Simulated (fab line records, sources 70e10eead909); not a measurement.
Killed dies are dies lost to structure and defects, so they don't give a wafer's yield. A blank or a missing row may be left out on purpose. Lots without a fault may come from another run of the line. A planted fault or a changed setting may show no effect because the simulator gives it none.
A struck lot beside a sound one | flow nand_harc | 17 steps out of a route of 1302
Sound: wafers L987.2, L987.5, L987.6. Struck: wafers L995.2, L995.3, L995.6. The cause comes at the end.
At each step with rows: each side's tool, then ch and its chambers, then its first start. Under that, the readings that differ: sound wafers | struck wafers | difference of the means | sigmas: that difference in standard deviations of wafers without a fault.
alike: readings whose means differ by less than 2 such deviations, and words and numbers that are the same on both sides. not compared: withheld readings, readings that some wafer has no value for, bounds like >300 that may hide the same value, and numbers for which the record gives no deviation and whose values overlap.
The two part at a step that has a row with sigmas, a row that says differs or no value, or rows on one side only. Numbers that don't overlap but have no deviation are shown without sigmas and don't part them. A reading that every wafer of one side lacks parts them only if that side has two wafers or more.

NHARC_A_M0_OVL_MEAS_10: pitch 160 nm.
  sound on overlay-02, day 23 03:05; struck on overlay-02, day 25 22:42
  alike: overlay_x_nm, overlay_y_nm
NHARC_A_M0_INSPECT_11:
  sound on defect_inspect-01, day 23 03:07; struck on defect_inspect-01, day 25 22:44
  reading          | sound    | struck      | difference | sigmas
  raw_defect_count | 54 63 67 | 150 151 171 | +96        | +2
then, 1 step without rows for these wafers: NHARC_A_M0_DESCUM_14 (chemistry O2, time 3 s).
NHARC_A_M0_ETCH_34: etches the open film in N2/H2, target depth 40 nm, overetch 12 nm, time 43.94 s.
  sound on rie_diel-05 ch 0,1,2, day 23 03:16; struck on rie_diel-05 ch 0,3, day 25 22:53
  alike: drypump_motor_current_A, oes_product_au, rf_fwd_power_W, rf_vpp_V, showerhead_plenum_p_Torr, throttle_valve_pct
  not compared: rf_hours_counter_h
then, 1 step without rows for these wafers: NHARC_A_M0_ETCH_15 (etches the open film in C4F8/Ar, target depth 150 nm, overetch 15 nm, time 82.5 s).
NHARC_A_M0_CD_MEAS_16:
  sound on cd_sem-03, day 23 03:29; struck on cd_sem-02, day 25 23:06
  alike: cd_nm
then, 2 steps without rows for these wafers: NHARC_A_M0_STRIP_18 (strips in N2/H2); NHARC_A_M0_STRIP_19 (strips in post etch residue remover, time 600 s).
NHARC_A_M0_DEGAS_28: time 60 s.
  sound on pvd_sputter-02, day 23 04:06; struck on pvd_sputter-01, day 25 23:43
  alike: heater_power_w
NHARC_A_M0_PRE_CLEAN_29: time 30 s.
  sound on pvd_sputter-02; struck on pvd_sputter-01
  alike: heater_power_w
NHARC_A_M0_PVD_20: deposits TaN, target thk 5 nm, time 8.06 s.
  sound on pvd_sputter-02; struck on pvd_sputter-01
  alike: substrate_temp_c, throttle_valve_pct
then, 1 step without rows for these wafers: NHARC_A_M0_PVD_21 (deposits Cu, target thk 30 nm, time 20.49 s).
NHARC_A_M0_ECD_22: material Cu, target thk 400 nm.
  sound on ecd_cu-02 ch 0,1, day 23 04:28; struck on ecd_cu-01 ch 0,1, day 26 00:08
  no value came back on the struck wafers for bath_heat_duty_pct (%), bath_temp_c (C); on the sound wafers bath_heat_duty_pct (%) reads 6.7 6.7 7.3
NHARC_A_M0_ANNEAL_30: time 90 s.
  sound on rtp_anneal-02 ch 0, day 23 04:53; struck on rtp_anneal-02 ch 0, day 26 00:30
  alike: wafer_temp_C_max
NHARC_A_M0_CMP_23: polishes, t overpolish 20 s, target thk 113.75 nm.
  sound on cmp-01 ch 0,1,2, day 23 05:15; struck on cmp-03 ch 1,3, day 26 00:48
  reading                | sound    | struck | difference | sigmas
  time_to_endpoint_s (s) | 31 29 29 | 3 2 2  | -27        | -7
  alike: edge_zone_pressure_frac, motor_current_A, slurry_filter_dp_kPa
NHARC_A_M0_THK_MEAS_24: measures by xrf.
  sound on film_metro-01, day 23 05:31; struck on film_metro-02, day 26 01:07
  reading     | sound             | struck         | difference | sigmas
  thk_nm (nm) | 116.2 114.9 114.0 | 31.6 31.4 28.7 | -84.5      | -47
then, 1 step without rows for these wafers: NHARC_A_M0_SRD_25.

WHERE THEY PART
First at NHARC_A_M0_INSPECT_11; last, within this record, at NHARC_A_M0_THK_MEAS_24.

WHY: what the simulator had put in
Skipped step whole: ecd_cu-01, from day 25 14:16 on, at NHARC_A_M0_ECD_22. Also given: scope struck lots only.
